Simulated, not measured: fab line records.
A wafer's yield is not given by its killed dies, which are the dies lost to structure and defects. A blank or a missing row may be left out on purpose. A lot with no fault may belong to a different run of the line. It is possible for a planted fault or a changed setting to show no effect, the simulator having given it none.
The tool behind it: which one? + flow nand-harc + 6 lots, 18 wafers sampled, at 5 steps of a route of 1302

WHAT THE GAUGES SHOWED, per wafer
NHARC_END_SORT_01.
| lot  | measured     | on        | killed-at-array |
|------|--------------|-----------|-----------------|
| L886 | day 33 13:57 | prober-02 | 36 32 601       |

EACH LOT AND THE TOOL THAT RAN IT (in order: tool; ch and the chambers of the sampled wafers; start)
| lot  | NHARC_A_STAIRCASE_TRIM_224                    | NHARC_A_STAIRCASE_ETCH_225                    | NHARC_A_STAIRCASE_ETCH_227         | NHARC_A_STAIRCASE_ETCH_236                    |
|------|-----------------------------------------------|-----------------------------------------------|------------------------------------|-----------------------------------------------|
| L866 | rie-diel-03 ch 0,1,3, day 16 16:53 or earlier | rie-diel-03 ch 0,2,3, day 16 16:53 or earlier | rie-diel-03 ch 0,1,3, day 16 16:53 | rie-diel-03 ch 0,1,3, no start                |
| L867 | rie-diel-12 ch 0,1, day 17 06:37 or earlier   | rie-diel-12 ch 0,1, day 17 06:37 or earlier   | rie-diel-12 ch 1,2, day 17 06:37   | rie-diel-13 ch 0,3, no start                  |
| L872 | rie-diel-13 ch 1,2, day 19 02:36 or earlier   | rie-diel-13 ch 1,2,3, day 19 02:36 or earlier | rie-diel-13 ch 1,2,3, day 19 02:36 | rie-diel-13 ch 1,3, no start                  |
| L875 | rie-diel-12 ch 1,2,3, day 20 17:58 or earlier | rie-diel-12 ch 1,3, day 20 17:58 or earlier   | rie-diel-12 ch 0,3, day 20 17:58   | rie-diel-03 ch 0,1,3, no start                |
| L879 | rie-diel-03 ch 1,2, day 22 10:25 or earlier   | rie-diel-03 ch 2,3, day 22 10:25 or earlier   | rie-diel-03 ch 0,2,3, day 22 10:25 | rie-diel-13 ch 1,2,3, no start                |
| L886 | rie-diel-03 ch 0,3, day 25 00:37 or earlier   | rie-diel-03 ch 1,2,3, day 25 00:37 or earlier | rie-diel-03 ch 1,2,3, day 25 00:37 | rie-diel-03 ch 0,1,3, day 33 13:57 or earlier |
- NHARC_A_STAIRCASE_TRIM_224: chemistry O2, time 211.2 s.
- NHARC_A_STAIRCASE_ETCH_225: etches the open film in C4F8/O2, target depth 100 nm, time 40.5 s.
- NHARC_A_STAIRCASE_ETCH_227: etches the open film in C4F8/O2, target depth 100 nm, time 40.5 s.
- NHARC_A_STAIRCASE_ETCH_236: etches the open film in C4F8/O2, target depth 100 nm, time 40.5 s.

THE ANSWER, worked out from the rows above alone
Rule: the lots themselves supply what counts as usual. The widest of any qualifying gaps counts: lots, ordered by their means at a reading, are off when they make up no more than a third of the lots, leave a main group of 4 or more, and stand apart from it by 3 or more times the standard deviation of that group's means. If all means in a main group match to the digits the tables above print for the reading, that group is not used. A lot without any number at a reading at which 4 lots or more have one is off too. Where the step has rows for the other lots, those lots are counted as sound.
Nothing can be told from this: no lot is off at any reading shown.

WHAT THE SIMULATOR HAD PUT IN
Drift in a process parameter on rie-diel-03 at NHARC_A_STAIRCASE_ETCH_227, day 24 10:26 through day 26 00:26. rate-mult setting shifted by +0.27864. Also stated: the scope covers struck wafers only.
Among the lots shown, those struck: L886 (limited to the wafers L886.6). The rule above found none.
